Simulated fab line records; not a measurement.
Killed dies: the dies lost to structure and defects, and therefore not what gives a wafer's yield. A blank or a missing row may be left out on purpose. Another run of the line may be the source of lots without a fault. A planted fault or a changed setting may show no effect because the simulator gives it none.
Which tool did it? + flow n5Finfet + 9 lots with 26 wafers sampled at 5 steps, on a route of 1938 steps

## WHAT EACH GAUGE READ, for each wafer
N5_FIN_SAQP_THK_MEAS_07. Usual: thkNm at 60.0 nm, with a standard deviation of 0.74.
| lot  | measured    | on           | thkNm (nm)     | flag |
|------|-------------|--------------|----------------|------|
| L653 | day 2 16:29 | filmMetro-02 | 58.3 59.1      |      |
| L656 | day 3 09:34 | filmMetro-02 | 59.7 60.6 59.8 |      |
| L657 | day 3 15:18 | filmMetro-02 | 59.5 57.8 60.1 |      |
| L666 | day 5 21:16 | filmMetro-02 | 59.5 59.5 60.0 |      |
| L667 | day 6 03:49 | filmMetro-02 | 59.4 60.1 60.1 |      |
| L668 | day 6 10:02 | filmMetro-01 | 60.5 60.5 60.9 |      |
| L669 | day 6 15:29 | filmMetro-01 | 59.7 59.5 60.0 |      |
| L670 | day 6 21:12 | filmMetro-02 | 58.5 59.1 60.6 |      |
| L672 | day 7 08:53 | filmMetro-01 | 59.4 59.8 59.9 |      |

N5_BEOL_M4_RC_MEAS_101. Usual: DIBL_N 36.0 mV/V, standard deviation 1.6; DIBL_P 35.8 mV/V, standard deviation 2; IOFF_N 0.152 nA/um, standard deviation 0.03; IOFF_P 0.20 nA/um, standard deviation 0.031; ION_N 670 uA/um, standard deviation 12; ION_P 459 uA/um, standard deviation 7.4; SS_N 71.5 mV/dec, standard deviation 0.56; SS_P 73.2 mV/dec, standard deviation 0.64; VT_N 251 mV, standard deviation 3.5; VT_P -252 mV, standard deviation 3.3.
| lot  | measured     | on        | DIBL_N (mV/V)  | DIBL_P (mV/V)  | IOFF_N (nA/um)    | IOFF_P (nA/um) | ION_N (uA/um) | ION_P (uA/um) | SS_N (mV/dec)  | SS_P (mV/dec)  | VT_N (mV)   | VT_P (mV)      | flag |
|------|--------------|-----------|----------------|----------------|-------------------|----------------|---------------|---------------|----------------|----------------|-------------|----------------|------|
| L653 | day 9 22:49  | prober-01 | 36.7 35.8      | 37.3 35.5      | 0.176 0.165       | 0.21 0.19      | 670 667       | 452 456       | 71.8 71.8      | 73.2 73.5      | 251 247     | -251 -254      |      |
| L656 | day 10 23:09 | prober-02 | 37.7 36.8 34.7 | 38.8 37.0 35.1 | 0.193 0.170 0.134 | 0.23 0.20 0.18 | 682 665 667   | 463 449 457   | 72.0 71.2 71.4 | 74.0 73.4 73.4 | 248 247 253 | -253 -253 -252 |      |
| L657 | day 11 01:23 | prober-01 | 33.4 34.5 36.9 | 30.6 33.8 35.4 | 0.099 0.123 0.152 | 0.15 0.19 0.20 | 645 671 662   | 449 467 460   | 70.3 70.3 72.2 | 71.7 72.5 73.3 | 256 252 249 | -254 -251 -249 |      |
| L666 | day 13 13:57 | prober-01 | 37.7 34.9 34.7 | 38.1 35.4 34.2 | 0.196 0.150 0.131 | 0.22 0.18 0.16 | 686 691 664   | 459 471 449   | 71.2 71.1 70.7 | 73.9 72.9 72.5 | 244 247 250 | -251 -252 -255 |      |
| L667 | day 13 03:50 | prober-02 | 36.2 37.3 34.6 | 34.5 34.6 32.2 | 0.148 0.146 0.120 | 0.18 0.17 0.16 | 684 674 660   | 464 447 449   | 71.2 71.6 70.6 | 72.7 72.7 72.4 | 248 254 253 | -255 -255 -256 |      |
| L668 | day 13 06:11 | prober-02 | 35.6 35.3 36.1 | 35.8 35.7 35.7 | 0.151 0.146 0.150 | 0.20 0.20 0.20 | 687 674 673   | 469 461 459   | 71.3 70.9 71.2 | 73.7 73.4 72.6 | 250 248 249 | -250 -251 -249 |      |
| L669 | day 14 05:24 | prober-02 | 35.8 33.6 34.9 | 34.9 31.3 33.4 | 0.155 0.109 0.135 | 0.19 0.14 0.17 | 680 653 674   | 462 449 463   | 71.8 71.5 71.9 | 72.8 73.0 72.8 | 249 257 250 | -252 -256 -253 |      |
| L670 | day 14 16:58 | prober-02 | 35.5 36.1 35.4 | 33.7 34.1 33.8 | 0.136 0.144 0.135 | 0.21 0.21 0.20 | 674 661 664   | 473 459 459   | 70.9 71.4 71.3 | 72.8 73.5 73.4 | 254 251 251 | -250 -246 -247 |      |
| L672 | day 15 06:46 | prober-01 | 35.3 35.7 37.0 | 36.1 36.1 37.1 | 0.156 0.171 0.177 | 0.23 0.22 0.23 | 681 677 676   | 467 468 465   | 71.0 71.2 71.9 | 73.7 74.0 74.4 | 248 249 251 | -249 -250 -250 |      |

## WHICH TOOL RAN EACH LOT (tool, then ch and the chambers of the sampled wafers, then the start)
| lot  | N5_FIN_SAQP_PECVD_48           | N5_FIN_SAQP_STRIP_55             | N5_FIN_SAQP_SPACER1_ETCHBACK_25  |
|------|--------------------------------|----------------------------------|----------------------------------|
| L653 | pecvd-02 ch 0, day 2 16:21     | rieDiel-05 ch 1,2, day 2 17:35   | rieDiel-06 ch 0,3, day 2 19:01   |
| L656 | pecvd-02 ch 0,1,2, day 3 09:26 | rieDiel-05 ch 0,1, day 3 10:26   | rieDiel-05 ch 1,2, day 3 13:11   |
| L657 | pecvd-04 ch 1,2, day 3 15:10   | rieDiel-06 ch 2,3, day 3 16:23   | rieDiel-02 ch 0,2, day 3 17:49   |
| L666 | pecvd-01 ch 0,2, day 5 21:08   | rieDiel-05 ch 0,1,2, day 5 23:26 | rieDiel-05 ch 0,1, day 6 01:12   |
| L667 | pecvd-02 ch 0,1,2, day 6 03:41 | rieDiel-06 ch 1,2, day 6 04:49   | rieDiel-05 ch 0,1,3, day 6 06:22 |
| L668 | pecvd-04 ch 0,1, day 6 09:55   | rieDiel-05 ch 0,1, day 6 11:02   | rieDiel-02 ch 0,2, day 6 12:29   |
| L669 | pecvd-04 ch 0,1, day 6 15:21   | rieDiel-05 ch 1,2,3, day 6 16:28 | rieDiel-05 ch 0,2,3, day 6 17:53 |
| L670 | pecvd-04 ch 0,2, day 6 21:05   | rieDiel-02 ch 1,2, day 6 22:17   | rieDiel-05 ch 0,2, day 6 23:42   |
| L672 | pecvd-01 ch 0,1,2, day 7 08:46 | rieDiel-06 ch 0,2,3, day 7 09:52 | rieDiel-06 ch 1,2,3, day 7 11:22 |
- N5_FIN_SAQP_PECVD_48: deposits SiNx from SiH4/NH3/N2, target thk 25 nm, time 22.1 s.
- N5_FIN_SAQP_STRIP_55: strips in N2/H2.
- N5_FIN_SAQP_SPACER1_ETCHBACK_25: etches SiO2 in CHF3/O2, target depth 24.4 nm, time 12.2 s.

## WHAT THE TOOLS THEMSELVES READ (means of the sampled wafers that have a number; where no wafer has one, the mark that the record gives instead)
N5_FIN_SAQP_PECVD_48. Usual: chamberPressureTorr 1.499 Torr, standard deviation 0.0034; heaterPowerW 754 W, standard deviation 68; showerheadPlenumPTorr 5.14 Torr, standard deviation 0.071; throttleValvePct 40.7 %, standard deviation 2.3.
| lot  | tool     | chamberPressureTorr (Torr) | heaterPowerW (W) | showerheadPlenumPTorr (Torr) | throttleValvePct (%) | flag |
|------|----------|----------------------------|------------------|------------------------------|----------------------|------|
| L653 | pecvd-02 | 1.499                      | 790              | 5.11                         | 41.8                 |      |
| L656 | pecvd-02 | 1.501                      | 752              | 5.13                         | 39.4                 |      |
| L657 | pecvd-04 | 1.500                      | 764              | 5.15                         | 39.9                 |      |
| L666 | pecvd-01 | 1.495                      | 753              | 5.09                         | 43.0                 |      |
| L667 | pecvd-02 | 1.496                      | 721              | 5.12                         | 39.5                 |      |
| L668 | pecvd-04 | 1.502                      | 661              | 5.22                         | 42.5                 |      |
| L669 | pecvd-04 | 1.500                      | 714              | 5.23                         | 42.5                 |      |
| L670 | pecvd-04 | 1.502                      | 727              | 5.17                         | 41.2                 |      |
| L672 | pecvd-01 | 1.497                      | 756              | 5.14                         | 42.6                 |      |

N5_FIN_SAQP_STRIP_55. Usual: value, then standard deviation, for each; biasPowerW 27.99 W / 0.085; chamberPressureMTorr 49.98 mTorr / 0.1; drypumpMotorCurrentA 5.7 A / 0.46; oesProductAu 0.77 a.u. / 0.086; rfVppV 121.7 V / 1.5; showerheadPlenumPTorr 3.36 Torr / 0.086; throttleValvePct 18.89 % / 0.2.
| lot  | tool       | biasPowerW (W) | chamberPressureMTorr (mTorr) | drypumpMotorCurrentA (A) | oesProductAu (a.u.) | rfVppV (V) | showerheadPlenumPTorr (Torr) | throttleValvePct (%) | flag |
|------|------------|----------------|------------------------------|--------------------------|---------------------|------------|------------------------------|----------------------|------|
| L653 | rieDiel-05 | 28.03          | 50.00                        | 5.5                      | 0.75                | 122.5      | 3.36                         | 18.88                |      |
| L656 | rieDiel-05 | -              | -                            | -                        | -                   | -          | -                            | -                    | OFF  |
| L657 | rieDiel-06 | -              | -                            | -                        | -                   | -          | -                            | -                    | OFF  |
| L666 | rieDiel-05 | 27.95          | 49.98                        | 5.7                      | 0.74                | 121.8      | 3.35                         | 18.95                |      |
| L667 | rieDiel-06 | 27.95          | 49.95                        | 6.1                      | 0.78                | 121.1      | 3.37                         | 18.83                |      |
| L668 | rieDiel-05 | 27.93          | 50.07                        | 5.7                      | 0.75                | 119.5      | 3.36                         | 19.00                |      |
| L669 | rieDiel-05 | 28.00          | 50.04                        | 5.4                      | 0.79                | 121.8      | 3.38                         | 19.02                |      |
| L670 | rieDiel-02 | 28.00          | 49.94                        | 5.5                      | 0.82                | 122.0      | 3.38                         | 18.95                |      |
| L672 | rieDiel-06 | 27.93          | 49.95                        | 6.0                      | 0.78                | 122.0      | 3.35                         | 18.92                |      |

N5_FIN_SAQP_SPACER1_ETCHBACK_25. Usual: drypumpMotorCurrentA 5.7 A, standard deviation 0.47; oes_o_777_au 0.77 a.u., standard deviation 0.087; oesProductAu 0.77 a.u., standard deviation 0.093; rfVppV 521 V, standard deviation 8.8; showerheadPlenumPTorr 2.42 Torr, standard deviation 0.059; throttleValvePct 18.94 %, standard deviation 0.17.
| lot  | tool       | drypumpMotorCurrentA (A) | oes_o_777_au (a.u.) | oesProductAu (a.u.) | rfVppV (V) | showerheadPlenumPTorr (Torr) | throttleValvePct (%) | flag |
|------|------------|--------------------------|---------------------|---------------------|------------|------------------------------|----------------------|------|
| L653 | rieDiel-06 | 5.8                      | 0.73                | 0.73                | 521        | 2.44                         | 19.00                |      |
| L656 | rieDiel-05 | 5.4                      | 0.74                | 0.75                | 521        | 2.40                         | 18.98                |      |
| L657 | rieDiel-02 | 5.4                      | 0.80                | 0.79                | 515        | 2.47                         | 19.00                |      |
| L666 | rieDiel-05 | 5.9                      | 0.74                | 0.74                | 523        | 2.40                         | 19.06                |      |
| L667 | rieDiel-05 | 5.7                      | 0.79                | 0.81                | 518        | 2.42                         | 18.93                |      |
| L668 | rieDiel-02 | 5.4                      | 0.77                | 0.76                | 514        | 2.46                         | 19.04                |      |
| L669 | rieDiel-05 | 5.7                      | 0.78                | 0.78                | 521        | 2.42                         | 18.89                |      |
| L670 | rieDiel-05 | 5.8                      | 0.71                | 0.70                | 526        | 2.40                         | 18.97                |      |
| L672 | rieDiel-06 | 5.9                      | 0.76                | 0.77                | 524        | 2.41                         | 18.86                |      |

## THE ANSWER, worked out from the rows above alone
Rule: lot off if the mean of its wafers having a number is beyond 3 standard deviations from the usual mean. A lot without any number at a reading at which 4 lots or more have one is off too. All remaining lots with rows at the step are treated as sound. First the gauges in route order, then the tools' own readings, where a lot's mean is used as printed above. At the first step where some lot is off, the reading lying furthest off is the one used; lots without a number count as furthest.
Off at N5_FIN_SAQP_STRIP_55 (biasPowerW): L656, L657. Without a number there: L656, L657.
A tool fits if, at that step or a process step before it, it ran every lot that is off, and no sound lot after the first of them. None of those tried fits.

## WHAT THE SIMULATOR HAD PUT IN
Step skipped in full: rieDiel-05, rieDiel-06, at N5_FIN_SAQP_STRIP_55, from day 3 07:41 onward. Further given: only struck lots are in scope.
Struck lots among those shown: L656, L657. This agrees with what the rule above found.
